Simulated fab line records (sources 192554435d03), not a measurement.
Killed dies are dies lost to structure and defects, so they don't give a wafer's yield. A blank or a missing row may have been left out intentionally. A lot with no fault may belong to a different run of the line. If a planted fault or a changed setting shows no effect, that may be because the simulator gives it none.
Matching of chambers    flow n5-finfet    4 sister chambers for N5_BEOL_M9_ETCH_62 on rie-diel-04
The step etches SOC in N2/H2, target depth 110 nm, overetch 22 nm, time 165 s. 16 wafers are shown with their chamber, then 8 later ones without.

WAFERS WITH THEIR CHAMBER
wafer   chamber  throttle-valve-pct (%)  showerhead-plenum-p-Torr (Torr)  oes-product-au (a.u.)
L076.1  1        17.79                   2.59                             0.73
L076.2  0        17.93                   2.42                             0.60
L076.3  2        17.98                   2.53                             0.61
L076.4  3        17.09                   2.49                             0.85
L076.5  0        17.92                   2.42                             0.61
L076.6  3        17.08                   2.49                             0.85
L081.2  1        17.78                   2.59                             0.73
L081.4  0        17.94                   2.42                             0.60
L081.5  2        18.00                   2.52                             0.61
L087.1  3        17.11                   2.49                             0.79
L087.3  1        17.81                   2.58                             0.71
L087.5  3        17.13                   2.49                             0.78
L090.1  3        17.13                   2.49                             0.77
L090.2  0        17.96                   2.41                             0.60
L090.3  1        17.83                   2.58                             0.71
L090.4  2        18.00                   2.52                             0.60

SIGNATURES (averages over the wafers above)
reading                   chamber 0  chamber 1  chamber 2  chamber 3  scatter within a chamber
throttle-valve-pct        17.9375    17.8025    17.9933    17.1080    0.0198
showerhead-plenum-p-Torr  2.4175     2.5850     2.5233     2.4900     0.00449
oes-product-au            0.6025     0.7200     0.6067     0.8080     0.0235
Rule: distance of a wafer from a chamber = root of the sum over the readings of ((wafer's reading minus chamber's mean) / reading's scatter) squared. If the next closest chamber is less than 2 further off than the closest, the wafer can't be placed; otherwise it belongs to the closest. How the scatter is found: for the shown wafers, subtract from each reading the mean of its chamber, square and add these, divide the total by (wafers less chambers), then take the root.

WAFERS WHOSE CHAMBER IS MISSING
wafer   throttle-valve-pct (%)  showerhead-plenum-p-Torr (Torr)  oes-product-au (a.u.)
L090.5  17.15                   2.48                             0.77
L090.6  18.03                   2.52                             0.61
L096.1  17.95                   2.41                             0.58
L096.2  18.01                   2.51                             0.59
L096.6  17.84                   2.58                             0.69
L097.1  18.03                   2.51                             0.59
L097.3  17.97                   2.41                             0.58
L097.5  17.15                   2.48                             0.76

CHAMBER TAKEN BY EACH
wafer   from the rows above  in truth
L090.5  3                    3
L090.6  2                    2
L096.1  0                    0
L096.2  2                    2
L096.6  1                    1
L097.1  2                    2
L097.3  0                    0
L097.5  3                    3
Correct placement for 8 of the 8. Left unplaced by these rows: 0. 0 placed wrongly.
